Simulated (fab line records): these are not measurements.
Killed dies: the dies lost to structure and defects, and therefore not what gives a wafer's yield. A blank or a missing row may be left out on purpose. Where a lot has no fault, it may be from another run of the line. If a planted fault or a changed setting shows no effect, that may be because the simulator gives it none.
fab line records ; flow n5_finfet
record: lots: 6; wafers: 18; last_day: 19
route steps=1938 shown BEOL_M14@1725
lots that met no fault: taken from a fault-free run of the same line
start_h: hours from the record's opening day to when the first of the lot's shown wafers began ; wait_h: hours since the lot's step before ; " repeats the value in the row above ; L1.1+2: a row that stands for several wafers ; - no value, or no start given ; * or withheld: withheld ; < > ~ a bound
route shown NAME@n: names a module that has steps shown in the file, with the first one's number in the route ; usual: mean/standard deviation taken from wafers without a fault ; same: alike in all rows ; chamber/n: place in a boat ; sites: per-site readings ; _std_site: the values' standard deviation ; _edge_site: inner sites' mean taken away from outer sites' mean ; radius_mm: for every site, how far away it sits from the centre of the wafer ; mask NAME#n: copy n ; behind: the tool/chamber that last shaped the wafer ; hold: why the lot was held/for how many hours/how that ended ; device: which transistor (n, p or np) failed to switch ; end of line: the same wafers' tests at the end of the route ; a step with no rows: only its recipe ; killed: dies lost to structure and defects at the first sort, not the wafer's yield ; map: the dies of a wafer, with x for killed, . for not killed, _ for no die there
set.NAME: the run value of the setting; set.NAME@STEP: its run value at that earlier step ; model.NAME: the simulator's own value behind a step, which no gauge read
lots seen at some steps along the route; tables by step, rows by wafer
services: when a tool's chamber went out of use (start_h, in hours from the record's first day, below 0 if earlier), for how many hours, and the reason
== steps ==
step: N5_BEOL_M14_HARDBAKE_14
recipe: temp_c: 130; time_s: 120
step: N5_BEOL_M14_CD_MEAS_10
recipe: target_cd_nm: 250; landing_energy_ev: 500; detector: se_inlens; polarity: opening
usual: cd_nm: 251.0/2.2
lot.wafer;tool;chamber;start_h;wait_h;cd_nm
L893.2;cd_sem-01;0;306.99;-;249.3
L893.3;cd_sem-01;0;306.99;-;252.2
L893.5;cd_sem-01;0;306.99;-;249.1
L895.2;cd_sem-02;0;318.63;-;248.7
L895.5;cd_sem-02;0;318.63;-;254.7
L895.6;cd_sem-02;0;318.63;-;252.5
L898.3;cd_sem-01;0;338.32;-;253.6
L898.4;cd_sem-01;0;338.32;-;249.0
L898.6;cd_sem-01;0;338.32;-;250.5
L901.1;cd_sem-02;0;361.93;-;248.9
L901.3;cd_sem-02;0;361.93;-;247.5
L901.6;cd_sem-02;0;361.93;-;253.1
L911.2;cd_sem-02;0;408.70;-;251.5
L911.5;cd_sem-02;0;408.70;-;253.6
L911.6;cd_sem-02;0;408.70;-;249.4
L912.2;cd_sem-02;0;421.60;-;249.6
L912.4;cd_sem-02;0;421.60;-;250.2
L912.5;cd_sem-02;0;421.60;-;250.4
step: N5_BEOL_M14_OVL_MEAS_11
recipe: points_per_wafer: 44
usual: V13_OVL: 1/4.6
lot.wafer;tool;chamber;start_h;wait_h;V13_OVL[nm]
L893.2;overlay-02;0;307.02;0.0;1
L893.3;overlay-02;0;307.02;0.0;1
L893.5;overlay-02;0;307.02;0.0;7
L895.2;overlay-02;0;318.66;0.0;-2
L895.5;overlay-02;0;318.66;0.0;-3
L895.6;overlay-02;0;318.66;0.0;0
L898.3;overlay-02;0;338.35;0.0;4
L898.4;overlay-02;0;338.35;0.0;-1
L898.6;overlay-02;0;338.35;0.0;8
L901.1;overlay-02;0;361.96;0.0;-2
L901.3;overlay-02;0;361.96;0.0;-4
L901.6;overlay-02;0;361.96;0.0;-1
L911.2;overlay-01;0;408.73;0.0;-4
L911.5;overlay-01;0;408.73;0.0;-7
L911.6;overlay-01;0;408.73;0.0;-2
L912.2;overlay-01;0;421.63;0.0;7
L912.4;overlay-01;0;421.63;0.0;3
L912.5;overlay-01;0;421.63;0.0;0
step: N5_BEOL_M14_INSPECT_12
recipe: mode: adi; inspect_instrument: macro
usual: raw_defect_count: 2.1/1.5
lot.wafer;tool;chamber;start_h;wait_h;raw_defect_count
L893.2;defect_inspect-02;-;307.04;0.0;4
L893.3;defect_inspect-02;-;307.04;0.0;0
L893.5;defect_inspect-02;-;307.04;0.0;2
L895.2;defect_inspect-01;-;318.69;0.0;3
L895.5;defect_inspect-01;-;318.69;0.0;0
L895.6;defect_inspect-01;-;318.69;0.0;1
L898.3;defect_inspect-02;-;338.38;0.0;3
L898.4;defect_inspect-02;-;338.38;0.0;1
L898.6;defect_inspect-02;-;338.38;0.0;5
L901.1;defect_inspect-02;-;361.99;0.0;1
L901.3;defect_inspect-02;-;361.99;0.0;0
L901.6;defect_inspect-02;-;361.99;0.0;0
L911.2;defect_inspect-02;-;408.75;0.0;1
L911.5;defect_inspect-02;-;408.75;0.0;3
L911.6;defect_inspect-02;-;408.75;0.0;2
L912.2;defect_inspect-02;-;421.65;0.0;1
L912.4;defect_inspect-02;-;421.65;0.0;1
L912.5;defect_inspect-02;-;421.65;0.0;5
step: N5_BEOL_M14_DESCUM_15
recipe: chemistry: O2; time_s: 7.9; source_power_w: 50; bias_power_w: 20; pressure_mtorr: 20; rf_frequency_hz: 2.712e+07; temp_c: 40; o2_flow_sccm: 225
usual: drypump_motor_current_A: 5.7/0.39; o2_flow_sccm: 225.1/0.7; oes_product_au: 0.81/0.062; rf_vpp_V: 243.5/1.6; showerhead_plenum_p_Torr: 2.12/0.1; throttle_valve_pct: 20.46/0.23
lot.wafer;tool;chamber;start_h;wait_h;drypump_motor_current_A;o2_flow_sccm;oes_product_au;rf_hours_counter_h;rf_vpp_V;showerhead_plenum_p_Torr;throttle_valve_pct
L893.2;rie_diel-03;0;307.69;0.7;5.6;225.0;0.86;43;244.2;2.21;20.05
L893.3;rie_diel-03;1;307.69;0.7;5.5;224.7;0.81;97;245.6;2.19;20.47
L893.5;rie_diel-03;3;307.69;0.7;6.5;224.8;0.67;-;243.4;2.08;20.41
L895.2;rie_diel-05;3;318.72;0.0;5.5;225.5;0.88;30;244.7;2.13;20.45
L895.5;rie_diel-05;1;318.72;0.0;5.6;224.2;0.84;-;242.0;2.03;20.30
L895.6;rie_diel-05;0;318.72;0.0;5.5;225.5;0.74;-;241.4;1.93;20.87
L898.3;rie_diel-03;2;338.41;0.0;5.7;224.8;0.88;30;245.9;2.25;20.50
L898.4;rie_diel-03;1;338.41;0.0;5.4;224.1;0.81;110;243.8;2.19;20.50
L898.6;rie_diel-03;2;338.41;0.0;5.7;226.1;0.89;-;245.1;2.25;20.51
L901.1;rie_diel-03;2;362.20;0.2;5.6;225.2;0.87;39;244.9;2.24;20.53
L901.3;rie_diel-03;0;362.20;0.2;5.7;226.2;0.85;56;245.0;2.20;20.08
L901.6;rie_diel-03;1;362.20;0.2;5.4;225.2;0.79;-;242.6;2.18;20.50
L911.2;rie_diel-01;1;408.78;0.0;5.8;226.3;0.78;150;242.3;2.03;20.56
L911.5;rie_diel-01;2;408.78;0.0;5.1;225.4;0.81;-;242.9;2.01;20.14
L911.6;rie_diel-01;1;408.78;0.0;5.8;225.1;0.78;-;243.1;2.03;20.54
L912.2;rie_diel-01;1;421.69;0.0;5.9;226.4;0.78;155;241.5;2.03;20.55
L912.4;rie_diel-01;3;421.69;0.0;6.5;225.8;0.76;-;243.5;2.20;20.84
L912.5;rie_diel-01;1;421.69;0.0;5.8;225.9;0.79;-;242.0;2.03;20.57
step: N5_BEOL_M14_ETCH_59
recipe: chemistry: N2/H2; target: BARC; target_depth_a: 890; overetch_a: 267; time_s: 67.9; ion_energy_ev: 200; pressure_mtorr: 30; source_w: 840; bias_w: 150; n2_flow_sccm: 200; h2_flow_sccm: 200
usual: drypump_motor_current_A: 5.7/0.38; n2_flow_sccm: 200.0/0.59; oes_product_au: 0.69/0.051; rf_vpp_V: 525/3.5; showerhead_plenum_p_Torr: 2.58/0.12; throttle_valve_pct: 17.88/0.25
lot.wafer;tool;chamber;start_h;wait_h;drypump_motor_current_A;n2_flow_sccm;oes_product_au;rf_hours_counter_h;rf_vpp_V;showerhead_plenum_p_Torr;throttle_valve_pct
L893.2;rie_diel-03;0;307.73;0.0;5.6;199.4;0.74;43;528;2.70;17.61
L893.3;rie_diel-03;1;307.73;0.0;5.5;199.3;0.69;97;528;2.69;18.10
L893.5;rie_diel-03;3;307.73;0.0;6.5;200.5;0.58;-;523;2.49;17.62
L895.2;rie_diel-05;3;318.76;0.0;5.5;200.0;0.74;30;524;2.60;17.83
L895.5;rie_diel-05;1;318.76;0.0;5.5;199.5;0.71;-;522;2.48;17.88
L895.6;rie_diel-05;0;318.76;0.0;5.5;199.9;0.64;-;517;2.35;18.35
L898.3;rie_diel-03;2;338.44;0.0;5.7;199.0;0.76;30;529;2.72;17.85
L898.4;rie_diel-03;1;338.44;0.0;5.5;201.0;0.69;110;527;2.69;18.11
L898.6;rie_diel-03;2;338.44;0.0;5.7;200.2;0.76;-;527;2.72;17.86
L901.1;rie_diel-03;2;362.24;0.0;5.7;199.8;0.74;39;528;2.72;17.87
L901.3;rie_diel-03;0;362.24;0.0;5.7;200.5;0.73;56;528;2.69;17.65
L901.6;rie_diel-03;1;362.24;0.0;5.4;199.9;0.68;-;528;2.69;18.16
L911.2;rie_diel-01;1;408.82;0.0;5.8;200.1;0.67;150;519;2.46;18.06
L911.5;rie_diel-01;2;408.82;0.0;5.1;200.1;0.69;-;520;2.44;17.49
L911.6;rie_diel-01;1;408.82;0.0;5.8;200.3;0.67;-;520;2.46;18.05
L912.2;rie_diel-01;1;421.72;0.0;5.8;199.9;0.67;155;521;2.46;18.07
L912.4;rie_diel-01;3;421.72;0.0;6.5;200.5;0.66;-;527;2.65;18.07
L912.5;rie_diel-01;1;421.72;0.0;5.8;199.4;0.67;-;521;2.46;18.04
step: N5_BEOL_M14_VIA_ETCH_16
recipe: chemistry: C4F8/O2/Ar; target: SiO2; he_inner_torr: 15; he_outer_torr: 30; target_depth_a: 12313; time_s: withheld; ion_energy_ev: 800; pressure_mtorr: 20; source_w: 1905; bias_w: 2040; Ar_flow_sccm: 400; C4F8_flow_sccm: 16; O2_flow_sccm: 12; ends: cleared
usual: drypump_motor_current_A: 5.7/0.38; oes_o_777_au: 0.81/0.057; oes_product_au: 0.73/0.055; rf_vpp_V: 2256/38; showerhead_plenum_p_Torr: 3.48/0.15; throttle_valve_pct: 30.89/0.28
lot.wafer;tool;chamber;start_h;wait_h;drypump_motor_current_A;oes_o_777_au;oes_product_au;rf_vpp_V;showerhead_plenum_p_Torr;throttle_valve_pct
L893.2;rie_diel-03;0;307.78;0.0;5.7;0.86;0.78;2271;3.62;30.57
L893.3;rie_diel-03;1;307.78;0.0;5.4;0.81;0.74;2285;3.60;31.11
L893.5;rie_diel-03;3;307.78;0.0;6.4;0.71;0.62;2284;3.38;30.56
L895.2;rie_diel-05;3;318.81;0.0;5.5;0.88;0.81;2258;3.51;31.02
L895.5;rie_diel-05;1;318.81;0.0;5.6;0.82;0.76;2188;3.37;31.01
L895.6;rie_diel-05;0;318.81;0.0;5.5;0.75;0.68;2179;3.16;31.13
L898.3;rie_diel-03;2;338.50;0.0;5.7;0.88;0.78;2278;3.64;30.78
L898.4;rie_diel-03;1;338.50;0.0;5.4;0.81;0.74;2285;3.60;31.13
L898.6;rie_diel-03;2;338.50;0.0;5.7;0.88;0.79;2279;3.64;30.78
L901.1;rie_diel-03;2;362.29;0.0;5.7;0.86;0.77;2278;3.63;30.78
L901.3;rie_diel-03;0;362.29;0.0;5.6;0.84;0.78;2272;3.61;30.60
L901.6;rie_diel-03;1;362.29;0.0;5.5;0.79;0.73;2283;3.59;31.14
L911.2;rie_diel-01;1;408.87;0.0;5.8;0.82;0.72;2201;3.32;30.93
L911.5;rie_diel-01;2;408.87;0.0;5.1;0.80;0.73;2283;3.31;30.50
L911.6;rie_diel-01;1;408.87;0.0;5.8;0.82;0.71;2200;3.32;30.92
L912.2;rie_diel-01;1;421.77;0.0;5.8;0.81;0.71;2200;3.31;30.94
L912.4;rie_diel-01;3;421.77;0.0;6.5;0.80;0.69;2276;3.62;31.47
L912.5;rie_diel-01;1;421.77;0.0;5.8;0.82;0.71;2201;3.31;30.93
step: N5_BEOL_M14_STRIP_63
recipe: chemistry: O2; power_w: 600; temp_c: 60; pressure_mtorr: 30; rf_frequency_hz: 6e+07; bias_power_w: 0; overash_fraction: 0.3; o2_flow_sccm: 225
usual: drypump_motor_current_A: 5.7/0.39; o2_flow_sccm: 225.0/0.65; oes_product_au: 0.81/0.062; rf_vpp_V: 3.7/0.88; showerhead_plenum_p_Torr: 2.13/0.1; throttle_valve_pct: 16.68/0.22
lot.wafer;tool;chamber;start_h;wait_h;drypump_motor_current_A;o2_flow_sccm;oes_product_au;rf_hours_counter_h;rf_vpp_V;showerhead_plenum_p_Torr;throttle_valve_pct
L893.2;rie_diel-03;0;-;-;5.6;224.7;0.87;43;4.5;2.21;16.29
L893.3;rie_diel-03;1;-;-;5.5;224.0;0.83;97;2.6;2.20;16.70
L893.5;rie_diel-03;3;-;-;6.4;226.1;0.68;-;2.1;2.08;16.70
L895.2;rie_diel-05;3;-;-;5.5;224.8;0.86;30;1.5;2.14;16.63
L895.5;rie_diel-05;1;-;-;5.6;225.3;0.82;-;5.0;2.03;16.55
L895.6;rie_diel-05;0;-;-;5.5;224.3;0.74;-;5.4;1.93;17.12
L898.3;rie_diel-03;2;-;-;5.6;224.8;0.87;30;3.0;2.25;16.70
L898.4;rie_diel-03;1;-;-;5.4;224.4;0.81;110;2.5;2.19;16.70
L898.6;rie_diel-03;2;-;-;5.7;224.3;0.88;-;3.2;2.25;16.71
L901.1;rie_diel-03;2;-;-;5.7;223.3;0.87;39;3.2;2.25;16.70
L901.3;rie_diel-03;0;-;-;5.6;224.5;0.83;57;6.2;2.21;16.33
L901.6;rie_diel-03;1;-;-;5.5;225.2;0.79;-;3.9;2.19;16.73
L911.2;rie_diel-01;1;-;-;5.9;224.0;0.78;150;3.2;2.03;16.72
L911.5;rie_diel-01;2;-;-;5.1;224.8;0.81;-;4.3;2.01;16.42
L911.6;rie_diel-01;1;-;-;5.8;225.7;0.78;-;2.4;2.03;16.72
L912.2;rie_diel-01;1;-;-;5.9;226.1;0.78;155;4.1;2.03;16.75
L912.4;rie_diel-01;3;-;-;6.5;225.3;0.75;-;3.0;2.20;17.04
L912.5;rie_diel-01;1;-;-;5.8;225.2;0.78;-;2.9;2.03;16.76
step: N5_BEOL_M14_STRIP_64
recipe: chemistry: O2; power_w: 600; temp_c: 60; pressure_mtorr: 30; rf_frequency_hz: 6e+07; bias_power_w: 0; overash_fraction: 0.3; o2_flow_sccm: 225
usual: drypump_motor_current_A: 5.7/0.39; o2_flow_sccm: 225.1/0.68; oes_product_au: 0.81/0.062; rf_vpp_V: 3.6/0.48; showerhead_plenum_p_Torr: 2.13/0.1; throttle_valve_pct: 16.68/0.22
lot.wafer;tool;chamber;start_h;wait_h;drypump_motor_current_A;o2_flow_sccm;oes_product_au;rf_hours_counter_h;rf_vpp_V;showerhead_plenum_p_Torr;throttle_valve_pct
L893.2;rie_diel-03;0;-;-;5.6;225.2;0.87;43;3.3;2.21;16.29
L893.3;rie_diel-03;1;-;-;5.4;224.9;0.82;97;3.3;2.19;16.68
L893.5;rie_diel-03;3;-;-;6.4;225.6;0.68;-;3.5;2.08;16.70
L895.2;rie_diel-05;3;-;-;5.5;223.9;0.87;30;4.0;2.14;16.64
L895.5;rie_diel-05;1;-;-;5.5;224.5;0.84;-;3.4;2.03;16.54
L895.6;rie_diel-05;0;-;-;5.6;225.2;0.74;-;3.4;1.93;17.11
L898.3;rie_diel-03;2;-;-;5.6;224.9;0.89;30;4.0;2.25;16.70
L898.4;rie_diel-03;1;-;-;5.4;223.6;0.81;110;3.1;2.19;16.72
L898.6;rie_diel-03;2;-;-;5.6;225.0;0.89;-;3.8;2.25;16.69
L901.1;rie_diel-03;2;-;-;5.7;226.0;0.87;39;3.7;2.25;16.71
L901.3;rie_diel-03;0;-;-;5.6;225.7;0.86;57;3.0;2.21;16.31
L901.6;rie_diel-03;1;-;-;5.5;224.2;0.80;-;4.4;2.19;16.72
L911.2;rie_diel-01;1;-;-;5.8;225.0;0.78;150;4.6;2.03;16.74
L911.5;rie_diel-01;2;-;-;5.1;225.2;0.81;-;3.0;2.01;16.43
L911.6;rie_diel-01;1;-;-;5.8;226.0;0.78;-;3.7;2.03;16.74
L912.2;rie_diel-01;1;-;-;5.8;225.5;0.78;155;2.8;2.03;16.75
L912.4;rie_diel-01;3;-;-;6.5;225.1;0.77;-;3.4;2.20;17.04
L912.5;rie_diel-01;1;-;-;5.8;225.2;0.77;-;4.3;2.03;16.75
step: N5_BEOL_M14_STRIP_71
recipe: chemistry: post_etch_residue_remover; time_s: 60; temp_c: 25; remover_ph: withheld; remover_water_wt_pct: withheld; remover_fluoride_wt_pct: withheld
step: N5_BEOL_M14_SRD_72
recipe: time_s: 30; temp_c: 23; rinse_liquid: diw; dry: n2_spin; spin_rpm: 1500; dry_time_s: 30
step: N5_BEOL_M14_CD_MEAS_17
recipe: target_cd_nm: 250; polarity: opening
usual: cd_nm: 252.0/2.4
lot.wafer;tool;chamber;start_h;wait_h;cd_nm
L893.2;cd_sem-03;-;308.17;0.0;251.3
L893.3;cd_sem-03;-;308.17;0.0;254.1
L893.5;cd_sem-03;-;308.17;0.0;250.2
L895.2;cd_sem-01;-;319.16;0.0;251.4
L895.5;cd_sem-01;-;319.16;0.0;255.8
L895.6;cd_sem-01;-;319.16;0.0;253.4
L898.3;cd_sem-03;-;338.85;0.0;252.6
L898.4;cd_sem-03;-;338.85;0.0;250.3
L898.6;cd_sem-03;-;338.85;0.0;249.4
L901.1;cd_sem-03;-;362.64;0.0;249.5
L901.3;cd_sem-03;-;362.64;0.0;249.9
L901.6;cd_sem-03;-;362.64;0.0;254.1
L911.2;cd_sem-03;-;409.22;0.0;251.2
L911.5;cd_sem-03;-;409.22;0.0;253.9
L911.6;cd_sem-03;-;409.22;0.0;249.9
L912.2;cd_sem-03;-;422.12;0.0;250.3
L912.4;cd_sem-03;-;422.12;0.0;251.2
L912.5;cd_sem-03;-;422.12;0.0;251.3
step: N5_BEOL_M14_COAT_65
recipe: resist: SOC; temp_c: 250; time_s: 60; spin_rpm: 1500; resist_thk_nm: 450
usual: spin_speed_rpm: 1499.9/0.99
lot.wafer;tool;chamber;start_h;wait_h;spin_speed_rpm;model.SOC_of_BEOL_M14_COAT_65.thk_nm
L893.2;litho_track-03;0;308.20;0.0;1498.7;447.8
L893.3;litho_track-03;0;308.20;0.0;1500.0;448.2
L893.5;litho_track-03;0;308.20;0.0;1500.4;448
L895.2;litho_track-04;0;319.19;0.0;1500.2;447.8
L895.5;litho_track-04;0;319.19;0.0;1499.2;446.6
L895.6;litho_track-04;0;319.19;0.0;1500.0;447.8
L898.3;litho_track-04;0;338.88;0.0;1548.0;444.4
L898.4;litho_track-04;0;338.88;0.0;1548.0;443.4
L898.6;litho_track-04;0;338.88;0.0;1548.2;443.6
L901.1;litho_track-04;0;362.67;0.0;1545.2;442.4
L901.3;litho_track-04;0;362.67;0.0;1547.6;443.8
L901.6;litho_track-04;0;362.67;0.0;1546.8;442.2
L911.2;litho_track-02;0;409.26;0.0;1499.4;452.2
L911.5;litho_track-02;0;409.26;0.0;1500.9;453
L911.6;litho_track-02;0;409.26;0.0;1499.5;452
L912.2;litho_track-03;0;422.16;0.0;1499.3;449.4
L912.4;litho_track-03;0;422.16;0.0;1499.9;450.4
L912.5;litho_track-03;0;422.16;0.0;1501.9;449
step: N5_BEOL_M14_COAT_66
recipe: resist: SiARC; temp_c: 220; time_s: 60; spin_rpm: 1500; resist_thk_nm: 110
== services ==
tool;chamber;start_h;hours;kind
rie_diel-01;-;288.94;2.8;pm
rie_diel-05;0;293.56;3.4;repair
litho_track-04;-;321.31;-;consumable_replace:filter
rie_diel-03;3;348.27;-;clean
rie_diel-03;3;348.27;-;consumable_replace:focus_ring
rie_diel-03;3;348.27;19.9;scheduled_down
rie_diel-03;3;348.27;19.9;vent_cycle
litho_track-02;-;361.12;-;consumable_replace:filter
rie_diel-05;2;381.55;8.7;repair
rie_diel-01;2;385.76;11.6;repair
== key ==
first_sign: step: N5_BEOL_M14_COAT_65; reading: spin_speed_rpm; direction: up; sigmas: 48; usual: *; struck: *
effect none on later readings
model_effect: step: N5_BEOL_M14_COAT_65; value: SOC_of_BEOL_M14_COAT_65.thk_nm; without: 450.3; struck: 443.3
met_at N5_BEOL_M14_COAT_65
struck_wafers L898.3,L898.4,L898.6,L901.1,L901.3,L901.6
onset_between 319.19 338.88
fault: kind: process_parameter_drift; tool: litho_track-04; chamber: -; onset_h: 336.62; steps: N5_BEOL_M14_COAT_65; channel: spin_rpm; offset: *; shape: step; end_h: 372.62; acts_in: *; stated: *
